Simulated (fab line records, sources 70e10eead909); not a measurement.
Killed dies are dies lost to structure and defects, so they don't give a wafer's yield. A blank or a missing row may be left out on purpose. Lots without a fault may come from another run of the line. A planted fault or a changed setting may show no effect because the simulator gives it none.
A struck lot beside a sound one | flow nand_harc | 41 steps out of a route of 1302
Sound: wafers L984.2, L984.5, L984.6. Struck: wafer L998.5. (L998.1, L998.2 of the same lot were not struck and are left out.) The cause comes at the end.
At each step with rows: each side's tool, then ch and its chambers, then its first start. Under that, the readings that differ: sound wafers | struck wafers | difference of the means | sigmas: that difference in standard deviations of wafers without a fault.
alike: readings whose means differ by less than 2 such deviations, and words and numbers that are the same on both sides. not compared: withheld readings, readings that some wafer has no value for, bounds like >300 that may hide the same value, and numbers for which the record gives no deviation and whose values overlap.
The two part at a step that has a row with sigmas, a row that says differs or no value, or rows on one side only. Numbers that don't overlap but have no deviation are shown without sigmas and don't part them. A reading that every wafer of one side lacks parts them only if that side has two wafers or more.

first, 5 steps without rows for these wafers: NHARC_P_M2_SOFTBAKE_04 (time 55 s); NHARC_P_M2_EBR_05; NHARC_P_M2_EXPOSE_06 (exposes mask P M2, target cd 170 nm); NHARC_P_M2_PEB_07 (peb time 65 s); NHARC_P_M2_DEVELOP_08 (develop time 35 s).
NHARC_P_M2_CD_MEAS_09: target cd 170 nm.
  sound on cd_sem-01 ch 0, day 6 14:01; struck on cd_sem-02 ch 0, day 12 08:07
  alike: cd_nm
NHARC_P_M2_OVL_MEAS_10: pitch 340 nm.
  sound on overlay-02, day 6 14:06; struck on overlay-02, day 12 08:12
  alike: overlay_x_nm, overlay_y_nm
NHARC_P_M2_INSPECT_11:
  sound on defect_inspect-01, day 6 14:08; struck on defect_inspect-01, day 12 08:14
  alike: raw_defect_count
then, 1 step without rows for these wafers: NHARC_P_M2_DESCUM_14 (chemistry O2, time 3 s).
NHARC_P_M2_ETCH_35: etches the open film in N2/H2, target depth 40 nm, overetch 12 nm, time 43.94 s.
  sound on rie_diel-07 ch 1,2, day 6 14:18; struck on rie_diel-07 ch 2, day 12 08:23
  alike: chamber_pressure_mTorr, drypump_motor_current_A, oes_product_au, rf_vpp_V, showerhead_plenum_p_Torr, throttle_valve_pct
  not compared: rf_hours_counter_h
then, 1 step without rows for these wafers: NHARC_P_M2_ETCH_15 (etches the open film in C4F8/Ar, target depth 182.5 nm, time 91.2 s).
NHARC_P_M2_CD_MEAS_16:
  sound on cd_sem-02, day 6 14:33; struck on cd_sem-01, day 12 08:36
  alike: cd_nm
NHARC_P_M2_STRIP_18: strips in N2/H2.
  sound on rie_diel-03 ch 1,2, day 6 14:37; struck on rie_diel-05 ch 0, day 12 08:41
  reading                         | sound          | struck | difference | sigmas
  showerhead_plenum_p_Torr (Torr) | 1.94 2.03 1.94 | 2.14   | +0.17      | +3
  alike: chamber_pressure_mTorr, drypump_motor_current_A, oes_product_au, rf_vpp_V, throttle_valve_pct
  not compared: rf_hours_counter_h
then, 2 steps without rows for these wafers: NHARC_P_M2_ETCH_28 (etches the open film in CF4/N2, target depth 30 nm, time 72.99 s); NHARC_P_M2_STRIP_19 (strips in post etch residue remover, time 600 s).
NHARC_P_M2_DEGAS_29: time 60 s.
  sound on pvd_sputter-01, day 6 15:17; struck on pvd_sputter-03, day 12 09:20
  alike: heater_power_w
then, 6 steps without rows for these wafers: NHARC_P_M2_PRE_CLEAN_30 (time 30 s); NHARC_P_M2_PVD_20 (deposits TaN, target thk 5 nm, time 8.06 s); NHARC_P_M2_PVD_21 (deposits Cu, target thk 30 nm, time 20.49 s); NHARC_P_M2_ECD_22 (material Cu, target thk 400 nm); NHARC_P_M2_ANNEAL_31 (time 90 s); NHARC_P_M2_CMP_23 (polishes, t overpolish 20 s, target thk 144.3 nm).
NHARC_P_M2_THK_MEAS_24: measures by xrf.
  sound on film_metro-01, day 6 16:40; struck on film_metro-02, day 12 10:43
  alike: thk_nm
then, 1 step without rows for these wafers: NHARC_P_M2_SRD_25.
NHARC_P_M2_PRE_CLEAN_32: time 12 s.
  sound on pecvd-02 ch 0,1,2, day 6 16:55; struck on pecvd-02 ch 1, day 12 10:58
  alike: heater_power_w
NHARC_P_M2_DEP_33: deposits SiCN, target thk 30 nm.
  sound on pecvd-02 ch 0,1,2, day 6 17:04; struck on pecvd-02 ch 1, day 12 11:04
  alike: heater_power_w
NHARC_P_BONDPAD_DEP_00: deposits SiCN, target thk 250 nm.
  sound on pecvd-04 ch 0,1,2, day 6 17:40; struck on pecvd-04 ch 2, day 12 11:26
  alike: heater_power_w
then, 1 step without rows for these wafers: NHARC_P_BONDPAD_CMP_32 (polishes SiCN, target thk 200 nm).
NHARC_P_BONDPAD_THK_MEAS_33: measures by ellipsometry.
  sound on film_metro-02, day 6 18:17; struck on film_metro-01, day 12 12:06
  alike: thk_nm
then, 10 steps without rows for these wafers: NHARC_P_BONDPAD_SRD_34; NHARC_P_BONDPAD_DEHYDRATE_01 (time 120 s); NHARC_P_BONDPAD_HMDS_02 (time 30 s); NHARC_P_BONDPAD_COAT_36 (time 65 s); NHARC_P_BONDPAD_COAT_03 (resist thk 600 nm); NHARC_P_BONDPAD_SOFTBAKE_04 (time 70 s); NHARC_P_BONDPAD_EBR_05; NHARC_P_BONDPAD_EXPOSE_06 (exposes mask P BPAD); NHARC_P_BONDPAD_PEB_07 (peb time 80 s); NHARC_P_BONDPAD_DEVELOP_08 (time 50 s).
NHARC_P_BONDPAD_CD_MEAS_09: target cd 500 nm.
  sound on cd_sem-03 ch 0, day 6 18:44; struck on cd_sem-03 ch 0, day 12 12:32
  alike: cd_nm
-- the record jumps here: 18 days lie between the struck wafers' starts before and after (it left off in module P_BONDPAD and takes up again in module END, whose first step shown is number 1302 of the route) --
NHARC_END_SORT_01:
  the record has rows for the struck wafers here (prober-01 ch 0, day 30 18:50) and none for the sound ones

WHERE THEY PART
First at NHARC_P_M2_STRIP_18; last, within this record, at NHARC_END_SORT_01.

WHY: what the simulator had put in
Chamber particle source: rie_diel-05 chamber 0, from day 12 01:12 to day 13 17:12, at NHARC_P_M2_STRIP_18. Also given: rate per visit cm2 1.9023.
